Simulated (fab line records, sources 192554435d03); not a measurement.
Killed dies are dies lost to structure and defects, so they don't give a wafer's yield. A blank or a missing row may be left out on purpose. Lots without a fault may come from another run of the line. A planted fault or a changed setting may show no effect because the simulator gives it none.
Which tool did it? | flow n5_finfet | 24 lots, 72 wafers sampled, at 3 steps of a route of 1938

WHAT THE GAUGES READ, wafer by wafer
N5_BEOL_M1_OCD_MEAS_38. Usual: trench_depth_nm 54.7 nm, standard deviation 1.3.
lot  | measured     | on     | trench_depth_nm (nm) | flag
L074 | day 6 19:02  | ocd-01 | 55.1 56.0 54.0       |
L075 | day 7 03:21  | ocd-01 | 55.1 55.4 55.3       |
L076 | day 7 03:30  | ocd-02 | 56.3 54.4 56.1       |
L077 | day 7 09:02  | ocd-02 | 53.8 55.1 52.4       |
L078 | day 7 08:56  | ocd-01 | 54.5 52.9 52.7       |
L079 | day 7 15:29  | ocd-02 | 54.2 55.3 54.5       |
L080 | day 8 01:31  | ocd-01 | 52.8 56.0 54.6       |
L081 | day 8 15:21  | ocd-01 | 56.6 56.9 56.6       |
L082 | day 8 19:30  | ocd-01 | 54.8 57.4 56.8       |
L083 | day 8 19:17  | ocd-02 | 54.8 53.6 55.2       |
L084 | day 8 23:00  | ocd-01 | 53.3 52.8 55.5       |
L085 | day 9 05:13  | ocd-02 | 53.5 56.7 56.4       |
L086 | day 9 14:46  | ocd-02 | 55.2 55.2 52.6       |
L087 | day 9 20:32  | ocd-01 | 52.7 55.8 54.0       |
L088 | day 10 05:19 | ocd-01 | 54.5 53.0 56.2       |
L089 | day 10 05:22 | ocd-02 | 54.5 53.2 55.7       |
L090 | day 10 04:34 | ocd-02 | 55.4 54.7 54.8       |
L091 | day 10 08:29 | ocd-02 | 55.1 53.6 54.8       |
L092 | day 10 15:34 | ocd-01 | 57.0 56.6 54.5       |
L093 | day 11 18:15 | ocd-02 | 51.7 54.8 51.2       |
L094 | day 11 18:43 | ocd-02 | 55.3 52.5 53.9       |
L095 | day 11 18:45 | ocd-01 | 55.7 52.9 53.0       |
L096 | day 11 23:26 | ocd-02 | 54.4 55.0 55.0       |
L097 | day 11 23:04 | ocd-01 | 54.9 52.2 53.4       |

WHICH TOOL RAN EACH LOT (tool, then ch and the chambers of the sampled wafers, then the start)
lot  | N5_BEOL_M1_ETCH_64                 | N5_BEOL_M1_STRIP_66
L074 | rie_diel-06 ch 1,3, day 6 01:43    | rie_diel-06 ch 1,3, day 6 01:50
L075 | rie_diel-02 ch 0,3, day 6 16:19    | rie_diel-02 ch 0,3, day 6 16:27
L076 | rie_diel-02 ch 1,2,3, day 6 17:27  | rie_diel-02 ch 1,2,3, day 6 17:34
L077 | rie_diel-06 ch 0,1,3, day 6 23:12  | rie_diel-06 ch 0,1,3, day 6 23:19
L078 | rie_diel-02 ch 0,3, day 7 04:07    | rie_diel-02 ch 0,3, day 7 04:15
L079 | rie_diel-05 ch 1,2,3, day 7 13:01  | rie_diel-05 ch 1,2,3, day 7 13:09
L080 | rie_diel-02 ch 2,3, day 7 20:19    | rie_diel-02 ch 2,3, day 7 20:27
L081 | rie_diel-06 ch 2,3, day 8 05:07    | rie_diel-06 ch 2,3, day 8 05:14
L082 | rie_diel-02 ch 0,2,3, day 8 11:34  | rie_diel-02 ch 0,2,3, day 8 11:42
L083 | rie_diel-05 ch 1,3, day 8 14:39    | rie_diel-05 ch 1,3, day 8 14:47
L084 | rie_diel-05 ch 1,2,3, day 8 20:19  | rie_diel-05 ch 1,2,3, day 8 20:25
L085 | rie_diel-06 ch 2,3, day 9 02:55    | rie_diel-06 ch 2,3, day 9 03:02
L086 | rie_diel-02 ch 0,1,2, day 9 06:08  | rie_diel-02 ch 0,1,2, day 9 06:16
L087 | rie_diel-05 ch 0,1,3, day 9 10:02  | rie_diel-05 ch 0,1,3, day 9 10:10
L088 | rie_diel-05 ch 0,2, day 9 17:51    | rie_diel-05 ch 0,2, day 9 17:59
L089 | rie_diel-05 ch 2,3, day 9 20:42    | rie_diel-05 ch 2,3, day 9 20:49
L090 | rie_diel-06 ch 0,1,3, day 9 23:11  | rie_diel-06 ch 0,1,3, day 9 23:18
L091 | rie_diel-05 ch 1,2,3, day 10 03:35 | rie_diel-05 ch 1,2,3, day 10 03:43
L092 | rie_diel-06 ch 0,1,3, day 10 09:27 | rie_diel-06 ch 0,1,3, day 10 09:35
L093 | rie_diel-06 ch 1,2,3, day 11 00:01 | rie_diel-06 ch 1,2,3, day 11 00:08
L094 | rie_diel-05 ch 0,1,2, day 11 08:27 | rie_diel-05 ch 0,1,2, day 11 08:35
L095 | rie_diel-02 ch 2,3, day 11 15:32   | rie_diel-02 ch 2,3, day 11 15:40
L096 | rie_diel-06 ch 0,1,3, day 11 15:43 | rie_diel-06 ch 0,1,3, day 11 15:50
L097 | rie_diel-06 ch 2,3, day 11 15:58   | rie_diel-06 ch 2,3, day 11 16:06
- N5_BEOL_M1_ETCH_64: etches SOC in N2/H2, target depth 75 nm, overetch 15 nm, time 112.5 s.
- N5_BEOL_M1_STRIP_66: strips in CF4.

WHAT THE TOOLS THEMSELVES READ (means of the sampled wafers that have a number; where no wafer has one, the mark that the record gives instead)
N5_BEOL_M1_ETCH_64. Usual: drypump_motor_current_A 6.1 A, standard deviation 0.51; h2_flow_sccm 200.1 sccm, standard deviation 0.57; oes_product_au 0.60 a.u., standard deviation 0.052; rf_vpp_V 523.3 V, standard deviation 2.3; showerhead_plenum_p_Torr 2.52 Torr, standard deviation 0.075; throttle_valve_pct 17.88 %, standard deviation 0.21.
lot  | tool        | drypump_motor_current_A (A) | h2_flow_sccm (sccm) | oes_product_au (a.u.) | rf_vpp_V (V) | showerhead_plenum_p_Torr (Torr) | throttle_valve_pct (%) | flag
L074 | rie_diel-06 | 5.7                         | 200.3               | 0.59                  | 526.5        | 2.58                            | 17.82                  |
L075 | rie_diel-02 | 6.5                         | 199.8               | 0.62                  | 521.8        | 2.49                            | 18.07                  |
L076 | rie_diel-02 | 6.0                         | 200.0               | 0.59                  | 524.5        | 2.54                            | 17.95                  |
L077 | rie_diel-06 | 5.9                         | 199.9               | 0.64                  | 524.6        | 2.56                            | 17.71                  |
L078 | rie_diel-02 | 6.5                         | 200.0               | 0.62                  | 522.5        | 2.49                            | 18.08                  |
L079 | rie_diel-05 | 5.9                         | 200.1               | 0.57                  | 522.4        | 2.49                            | 17.94                  |
L080 | rie_diel-02 | 6.3                         | 200.9               | 0.61                  | 522.0        | 2.48                            | 18.02                  |
L081 | rie_diel-06 | 6.3                         | 200.3               | 0.57                  | 521.8        | 2.49                            | 17.98                  |
L082 | rie_diel-02 | 6.3                         | 199.9               | 0.59                  | 523.2        | 2.51                            | 18.03                  |
L083 | rie_diel-05 | 5.4                         | 199.9               | 0.58                  | 522.9        | 2.49                            | 17.97                  |
L084 | rie_diel-05 | 5.9                         | 199.7               | 0.57                  | 523.0        | 2.49                            | 17.96                  |
L085 | rie_diel-06 | 6.3                         | 200.3               | 0.56                  | 521.5        | 2.48                            | 18.00                  |
L086 | rie_diel-02 | 6.0                         | 200.6               | 0.57                  | 525.2        | 2.57                            | 17.97                  |
L087 | rie_diel-05 | 5.6                         | 200.0               | 0.62                  | 523.6        | 2.51                            | 17.81                  |
L088 | rie_diel-05 | 6.5                         | 200.3               | 0.61                  | 524.5        | 2.55                            | 17.68                  |
L089 | rie_diel-05 | 5.7                         | 200.0               | 0.57                  | 522.8        | 2.51                            | 17.87                  |
L090 | rie_diel-06 | 5.9                         | 199.8               | 0.62                  | 524.2        | 2.55                            | 17.75                  |
L091 | rie_diel-05 | 5.9                         | 199.7               | 0.56                  | 521.5        | 2.48                            | 17.98                  |
L092 | rie_diel-06 | 6.0                         | 200.5               | 0.61                  | 523.8        | 2.55                            | 17.76                  |
L093 | rie_diel-06 | 6.0                         | 199.9               | 0.57                  | 521.9        | 2.49                            | 17.89                  |
L094 | rie_diel-05 | 6.1                         | 200.1               | 0.60                  | 523.2        | 2.51                            | 17.83                  |
L095 | rie_diel-02 | 6.3                         | 200.2               | 0.58                  | 521.9        | 2.47                            | 18.07                  |
L096 | rie_diel-06 | 6.0                         | 200.6               | 0.61                  | 524.6        | 2.55                            | 17.77                  |
L097 | rie_diel-06 | 6.0                         | 199.6               | 0.55                  | 524.9        | 2.55                            | 18.01                  |

N5_BEOL_M1_STRIP_66. Usual: drypump_motor_current_A 6.1 A, standard deviation 0.52; oes_product_au 0.74 a.u., standard deviation 0.065; rf_vpp_V 270.8 V, standard deviation 1.3; showerhead_plenum_p_Torr 1.78 Torr, standard deviation 0.054; throttle_valve_pct 13.66 %, standard deviation 0.22.
lot  | tool        | drypump_motor_current_A (A) | oes_product_au (a.u.) | rf_vpp_V (V) | showerhead_plenum_p_Torr (Torr) | throttle_valve_pct (%) | flag
L074 | rie_diel-06 | 5.6                         | 0.74                  | 271.6        | 1.82                            | 13.60                  |
L075 | rie_diel-02 | 6.5                         | 0.77                  | 269.7        | 1.75                            | 13.67                  |
L076 | rie_diel-02 | 6.0                         | 0.74                  | 271.8        | 1.79                            | 13.65                  |
L077 | rie_diel-06 | 5.9                         | 0.79                  | 272.1        | 1.81                            | 13.45                  |
L078 | rie_diel-02 | 6.6                         | 0.77                  | 270.2        | 1.75                            | 13.68                  |
L079 | rie_diel-05 | 5.9                         | 0.71                  | 270.9        | 1.76                            | 13.75                  |
L080 | rie_diel-02 | 6.3                         | 0.75                  | 269.5        | 1.74                            | 13.69                  |
L081 | rie_diel-06 | 6.3                         | 0.71                  | 270.4        | 1.77                            | 13.86                  |
L082 | rie_diel-02 | 6.3                         | 0.74                  | 270.4        | 1.76                            | 13.71                  |
L083 | rie_diel-05 | 5.4                         | 0.72                  | 271.0        | 1.76                            | 13.76                  |
L084 | rie_diel-05 | 5.9                         | 0.71                  | 269.8        | 1.76                            | 13.77                  |
L085 | rie_diel-06 | 6.3                         | 0.71                  | 271.1        | 1.77                            | 13.87                  |
L086 | rie_diel-02 | 6.0                         | 0.71                  | 271.4        | 1.79                            | 13.70                  |
L087 | rie_diel-05 | 5.6                         | 0.78                  | 271.1        | 1.78                            | 13.60                  |
L088 | rie_diel-05 | 6.5                         | 0.76                  | 271.2        | 1.81                            | 13.55                  |
L089 | rie_diel-05 | 5.7                         | 0.71                  | 271.7        | 1.79                            | 13.73                  |
L090 | rie_diel-06 | 5.9                         | 0.77                  | 271.4        | 1.81                            | 13.50                  |
L091 | rie_diel-05 | 5.9                         | 0.70                  | 270.8        | 1.76                            | 13.80                  |
L092 | rie_diel-06 | 5.9                         | 0.76                  | 270.9        | 1.80                            | 13.52                  |
L093 | rie_diel-06 | 6.0                         | 0.71                  | 269.7        | 1.77                            | 13.73                  |
L094 | rie_diel-05 | 6.1                         | 0.75                  | 269.8        | 1.78                            | 13.63                  |
L095 | rie_diel-02 | 6.3                         | 0.73                  | 269.8        | 1.73                            | 13.75                  |
L096 | rie_diel-06 | 5.9                         | 0.76                  | 271.2        | 1.80                            | 13.52                  |
L097 | rie_diel-06 | 5.9                         | 0.70                  | 271.7        | 1.81                            | 13.88                  |

THE ANSWER, worked out from the rows above alone
Rule: a lot is off if the mean of its wafers that have a number lies more than 3 standard deviations from the usual mean. A lot without any number at a reading at which 4 lots or more have one is off too. The other lots that the step has rows for count as sound. The gauges are gone through in route order, then the tools' own readings, and for those a lot's mean is taken as printed above. The first step at which some lot is off is used, and at that step the reading that is off furthest; a lot without a number counts as furthest.
No lot is off at any reading shown: from this, nothing can be told.

WHAT THE SIMULATOR HAD PUT IN
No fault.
